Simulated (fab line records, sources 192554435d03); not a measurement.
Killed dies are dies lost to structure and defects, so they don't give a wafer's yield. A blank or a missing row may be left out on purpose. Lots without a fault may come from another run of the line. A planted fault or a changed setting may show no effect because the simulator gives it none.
Which tool did it? | flow n5_finfet | 11 lots, 32 wafers sampled, at 1 step of a route of 1938

WHAT THE GAUGES READ, wafer by wafer
N5_MOL_CONTACT_COAG_INSPECT_10: inspects for defects (brightfield). Usual: raw_defect_count 72, standard deviation 29.
lot  | measured     | on                | raw_defect_count | flag
L555 | day 5 15:32  | defect_inspect-02 | 51 41 28         |
L556 | day 6 00:49  | defect_inspect-02 | 57 52 58         |
L558 | day 6 12:53  | defect_inspect-01 | 66 97 112        |
L560 | day 7 04:32  | defect_inspect-01 | 48 58            |
L562 | day 7 22:16  | defect_inspect-01 | 52 62 73         |
L563 | day 8 01:00  | defect_inspect-02 | 87 72 60         |
L565 | day 8 10:10  | defect_inspect-02 | 74 54 96         |
L566 | day 8 15:52  | defect_inspect-02 | 56 63 47         |
L571 | day 9 21:18  | defect_inspect-01 | 74 94 68         |
L573 | day 10 07:23 | defect_inspect-01 | 53 64 61         |
L574 | day 10 13:46 | defect_inspect-02 | 84 134 125       |

WHICH TOOL RAN EACH LOT (tool, then ch and the chambers of the sampled wafers, then the start)
The record holds no process step before these readings.

WHAT THE TOOLS THEMSELVES READ (means of the sampled wafers that have a number; where no wafer has one, the mark that the record gives instead)
The record holds no such reading with a usual standard deviation.

THE ANSWER, worked out from the rows above alone
Rule: a lot is off if the mean of its wafers that have a number lies more than 3 standard deviations from the usual mean. A lot without any number at a reading at which 4 lots or more have one is off too. The other lots that the step has rows for count as sound. The gauges are gone through in route order, then the tools' own readings, and for those a lot's mean is taken as printed above. The first step at which some lot is off is used, and at that step the reading that is off furthest; a lot without a number counts as furthest.
No lot is off at any reading shown: from this, nothing can be told.

WHAT THE SIMULATOR HAD PUT IN
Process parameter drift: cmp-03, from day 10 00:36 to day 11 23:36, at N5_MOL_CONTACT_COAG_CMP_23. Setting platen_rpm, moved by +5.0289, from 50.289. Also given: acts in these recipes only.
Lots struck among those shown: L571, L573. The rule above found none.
